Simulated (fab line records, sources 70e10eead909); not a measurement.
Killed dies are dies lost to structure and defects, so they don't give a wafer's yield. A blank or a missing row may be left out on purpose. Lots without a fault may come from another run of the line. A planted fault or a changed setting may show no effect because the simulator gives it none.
A struck lot beside a sound one | flow nand_harc | 20 steps out of a route of 1159
Sound: wafers L474.1, L474.2, L474.3. Struck: wafers L468.3, L468.4, L468.6. The cause comes at the end.
At each step with rows: each side's tool, then ch and its chambers, then its first start. Under that, the readings that differ: sound wafers | struck wafers | difference of the means | sigmas: that difference in standard deviations of wafers without a fault.
alike: readings whose means differ by less than 2 such deviations, and words and numbers that are the same on both sides. not compared: withheld readings, readings that some wafer has no value for, bounds like >300 that may hide the same value, and numbers for which the record gives no deviation and whose values overlap.
The two part at a step that has a row with sigmas, a row that says differs or no value, or rows on one side only. Numbers that don't overlap but have no deviation are shown without sigmas and don't part them. A reading that every wafer of one side lacks parts them only if that side has two wafers or more.

NHARC_P_GATE_CD_MEAS_59: target cd 720 nm.
  sound on cd_sem-02 ch 0, day 9 02:08; struck on cd_sem-01 ch 0, day 7 15:56
  reading    | sound             | struck            | difference | sigmas
  cd_nm (nm) | 717.5 720.4 718.1 | 726.2 721.2 722.3 | +4.6       | +3
then, 1 step without rows for these wafers: NHARC_P_GATE_HARDBAKE_60 (time 80 s).
NHARC_P_GATE_DESCUM_61: chemistry O2, time 3 s.
  sound on rie_diel-13 ch 0,2,3, day 9 02:19; struck on rie_diel-13 ch 0,1,2, day 7 16:09
  alike: chamber_pressure_mTorr, drypump_motor_current_A, oes_product_au, rf_vpp_V, showerhead_plenum_p_Torr, throttle_valve_pct
  not compared: rf_hours_counter_h
then, 1 step without rows for these wafers: NHARC_P_GATE_IMPLANT_62.
NHARC_P_GATE_STRIP_112: strips in N2/H2, time 200 s.
  sound on plasma_asher-02 ch 0,1, day 9 02:40; struck on plasma_asher-01 ch 0,1, day 7 16:36
  alike: drypump_motor_current_A, heater_power_w
  not compared: rf_hours_counter_h
NHARC_P_GATE_STRIP_76: strips in O2.
  sound on plasma_asher-02 ch 0,1, day 9 02:55; struck on plasma_asher-01 ch 0,1, day 7 16:48
  alike: drypump_motor_current_A, heater_power_w
  not compared: rf_hours_counter_h
then, 6 steps without rows for these wafers: NHARC_P_GATE_STRIP_63 (strips in SPM, time 900 s); NHARC_P_GATE_DEHYDRATE_83 (time 120 s); NHARC_P_GATE_HMDS_84 (time 30 s); NHARC_P_GATE_COAT_85; NHARC_P_GATE_SOFTBAKE_86 (time 95 s); NHARC_P_GATE_EBR_87.
NHARC_P_GATE_EXPOSE_88: exposes mask P HVN, target cd 2000 nm.
  sound on krf_scanner-01 ch 0, day 9 03:41; struck on krf_scanner-03 ch 0, day 7 17:26
  reading | sound                   | struck                           | difference | sigmas
  mask    | P_HVN#0 P_HVN#0 P_HVN#0 | P_HVN_R1#0 P_HVN_R1#0 P_HVN_R1#0 | differs    |
  alike: exposure_dose_mJ_cm2, reticle_temp_C
then, 2 steps without rows for these wafers: NHARC_P_GATE_PEB_89 (peb time 85 s); NHARC_P_GATE_DEVELOP_90 (time 70 s).
NHARC_P_GATE_CD_MEAS_91: target cd 2000 nm.
  sound on cd_sem-01 ch 0, day 9 03:50; struck on cd_sem-01 ch 0, day 7 17:35
  reading    | sound                | struck               | difference | sigmas
  cd_nm (nm) | 1999.9 2000.8 1997.3 | 2322.4 2320.9 2323.7 | +323.0     | +99 or more
then, 1 step without rows for these wafers: NHARC_P_GATE_HARDBAKE_92 (time 80 s).
NHARC_P_GATE_DESCUM_93: chemistry O2, time 3 s.
  sound on rie_diel-07 ch 0,2,3, day 9 04:00; struck on rie_diel-13 ch 0,2,3, day 7 17:44
  reading                 | sound          | struck         | difference | sigmas
  model.P_GATE.cd_nm (nm) | 2000 2002 1998 | 2323 2321 2324 | +323       |
  alike: chamber_pressure_mTorr, drypump_motor_current_A, oes_product_au, rf_vpp_V, showerhead_plenum_p_Torr, throttle_valve_pct
  not compared: rf_hours_counter_h
then, 1 step without rows for these wafers: NHARC_P_GATE_IMPLANT_94.
-- the record jumps here: 14 days lie between the struck wafers' starts before and after (it left off in module P_GATE and takes up again in module END, whose first step shown is number 1159 of the route) --
NHARC_END_SORT_01:
  the record has rows for the struck wafers here (prober-01 ch 0, day 22 03:31) and none for the sound ones

WHERE THEY PART
First at NHARC_P_GATE_CD_MEAS_59; last, within this record, at NHARC_END_SORT_01.

WHY: what the simulator had put in
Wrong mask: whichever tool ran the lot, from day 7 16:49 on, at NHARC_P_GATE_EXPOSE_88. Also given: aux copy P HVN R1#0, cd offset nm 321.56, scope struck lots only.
